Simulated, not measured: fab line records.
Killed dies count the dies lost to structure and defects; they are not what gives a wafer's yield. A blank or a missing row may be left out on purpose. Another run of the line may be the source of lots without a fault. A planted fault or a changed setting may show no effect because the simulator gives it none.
Matching of chambers / flow n5Finfet / rieDiel-04 running N5_BEOL_M1_STRIP_36: 4 sister chambers
The step strips in N2/H2. 22 wafers are shown with their chamber, then 11 later ones without.

== WAFERS PAIRED WITH THEIR CHAMBERS ==
wafer=L075.2; chamber=2; drypumpMotorCurrentA (A)=5.0; showerheadPlenumPTorr (Torr)=2.44; throttleValvePct (%)=23.7
wafer=L075.4; chamber=1; drypumpMotorCurrentA (A)=5.0; showerheadPlenumPTorr (Torr)=2.49; throttleValvePct (%)=23.4
wafer=L075.6; chamber=1; drypumpMotorCurrentA (A)=5.0; showerheadPlenumPTorr (Torr)=2.49; throttleValvePct (%)=23.4
wafer=L076.3; chamber=1; drypumpMotorCurrentA (A)=5.0; showerheadPlenumPTorr (Torr)=2.49; throttleValvePct (%)=23.4
wafer=L076.4; chamber=2; drypumpMotorCurrentA (A)=5.0; showerheadPlenumPTorr (Torr)=2.44; throttleValvePct (%)=23.8
wafer=L076.6; chamber=0; drypumpMotorCurrentA (A)=6.3; showerheadPlenumPTorr (Torr)=2.49; throttleValvePct (%)=24.0
wafer=L079.1; chamber=2; drypumpMotorCurrentA (A)=5.0; showerheadPlenumPTorr (Torr)=2.43; throttleValvePct (%)=23.8
wafer=L079.3; chamber=0; drypumpMotorCurrentA (A)=6.3; showerheadPlenumPTorr (Torr)=2.49; throttleValvePct (%)=24.0
wafer=L079.5; chamber=0; drypumpMotorCurrentA (A)=6.3; showerheadPlenumPTorr (Torr)=2.49; throttleValvePct (%)=24.0
wafer=L080.4; chamber=0; drypumpMotorCurrentA (A)=6.3; showerheadPlenumPTorr (Torr)=2.49; throttleValvePct (%)=24.0
wafer=L080.5; chamber=1; drypumpMotorCurrentA (A)=5.0; showerheadPlenumPTorr (Torr)=2.49; throttleValvePct (%)=23.4
wafer=L080.6; chamber=0; drypumpMotorCurrentA (A)=6.3; showerheadPlenumPTorr (Torr)=2.49; throttleValvePct (%)=24.0
wafer=L082.3; chamber=3; drypumpMotorCurrentA (A)=5.4; showerheadPlenumPTorr (Torr)=2.71; throttleValvePct (%)=23.2
wafer=L082.4; chamber=1; drypumpMotorCurrentA (A)=5.0; showerheadPlenumPTorr (Torr)=2.48; throttleValvePct (%)=23.4
wafer=L082.6; chamber=2; drypumpMotorCurrentA (A)=5.0; showerheadPlenumPTorr (Torr)=2.43; throttleValvePct (%)=23.7
wafer=L084.2; chamber=1; drypumpMotorCurrentA (A)=5.1; showerheadPlenumPTorr (Torr)=2.48; throttleValvePct (%)=23.4
wafer=L084.3; chamber=2; drypumpMotorCurrentA (A)=5.0; showerheadPlenumPTorr (Torr)=2.43; throttleValvePct (%)=23.8
wafer=L084.6; chamber=2; drypumpMotorCurrentA (A)=5.0; showerheadPlenumPTorr (Torr)=2.43; throttleValvePct (%)=23.7
wafer=L085.3; chamber=3; drypumpMotorCurrentA (A)=5.4; showerheadPlenumPTorr (Torr)=2.71; throttleValvePct (%)=23.2
wafer=L085.5; chamber=2; drypumpMotorCurrentA (A)=5.0; showerheadPlenumPTorr (Torr)=2.43; throttleValvePct (%)=23.8
wafer=L085.6; chamber=3; drypumpMotorCurrentA (A)=5.4; showerheadPlenumPTorr (Torr)=2.70; throttleValvePct (%)=23.2
wafer=L088.1; chamber=1; drypumpMotorCurrentA (A)=5.1; showerheadPlenumPTorr (Torr)=2.48; throttleValvePct (%)=23.4

SIGNATURES, as means of the wafers listed above
reading=drypumpMotorCurrentA; chamber 0=6.300; chamber 1=5.029; chamber 2=5.000; chamber 3=5.400; scatter within a chamber=0.0282
reading=showerheadPlenumPTorr; chamber 0=2.4900; chamber 1=2.4857; chamber 2=2.4329; chamber 3=2.7067; scatter within a chamber=0.0046
reading=throttleValvePct; chamber 0=24.000; chamber 1=23.400; chamber 2=23.757; chamber 3=23.200; scatter within a chamber=0.0309
Rule: for a wafer and a chamber, the distance is found by dividing, reading by reading, the gap between the wafer's reading and the chamber's mean by the reading's scatter, squaring, summing and taking the root. If the next closest chamber is less than 2 further off than the closest, the wafer can't be placed; otherwise it belongs to the closest. The scatter: take each reading less its chamber's mean, square it, sum over the shown wafers, divide by the number of wafers less the number of chambers, and take the root.

== WAFERS WITH NO CHAMBER GIVEN ==
wafer=L088.5; drypumpMotorCurrentA (A)=5.1; showerheadPlenumPTorr (Torr)=2.48; throttleValvePct (%)=23.4
wafer=L088.6; drypumpMotorCurrentA (A)=5.0; showerheadPlenumPTorr (Torr)=2.43; throttleValvePct (%)=23.8
wafer=L090.1; drypumpMotorCurrentA (A)=6.3; showerheadPlenumPTorr (Torr)=2.48; throttleValvePct (%)=24.1
wafer=L090.4; drypumpMotorCurrentA (A)=5.4; showerheadPlenumPTorr (Torr)=2.70; throttleValvePct (%)=23.2
wafer=L090.5; drypumpMotorCurrentA (A)=5.4; showerheadPlenumPTorr (Torr)=2.70; throttleValvePct (%)=23.2
wafer=L092.2; drypumpMotorCurrentA (A)=5.0; showerheadPlenumPTorr (Torr)=2.42; throttleValvePct (%)=23.8
wafer=L092.3; drypumpMotorCurrentA (A)=5.4; showerheadPlenumPTorr (Torr)=2.70; throttleValvePct (%)=23.2
wafer=L092.6; drypumpMotorCurrentA (A)=5.4; showerheadPlenumPTorr (Torr)=2.70; throttleValvePct (%)=23.2
wafer=L095.3; drypumpMotorCurrentA (A)=6.3; showerheadPlenumPTorr (Torr)=2.47; throttleValvePct (%)=24.0
wafer=L095.5; drypumpMotorCurrentA (A)=5.0; showerheadPlenumPTorr (Torr)=2.48; throttleValvePct (%)=23.1
wafer=L095.6; drypumpMotorCurrentA (A)=5.0; showerheadPlenumPTorr (Torr)=2.42; throttleValvePct (%)=23.8

== THE CHAMBER EACH PASSED THROUGH ==
wafer=L088.5; from the rows above=1; in truth=1
wafer=L088.6; from the rows above=2; in truth=2
wafer=L090.1; from the rows above=0; in truth=0
wafer=L090.4; from the rows above=3; in truth=3
wafer=L090.5; from the rows above=3; in truth=3
wafer=L092.2; from the rows above=2; in truth=2
wafer=L092.3; from the rows above=3; in truth=3
wafer=L092.6; from the rows above=3; in truth=3
wafer=L095.3; from the rows above=0; in truth=0
wafer=L095.5; from the rows above=1; in truth=1
wafer=L095.6; from the rows above=2; in truth=2
Correct placement for 11 of the 11. Number that these rows cannot place: 0. Placed wrongly: 0.
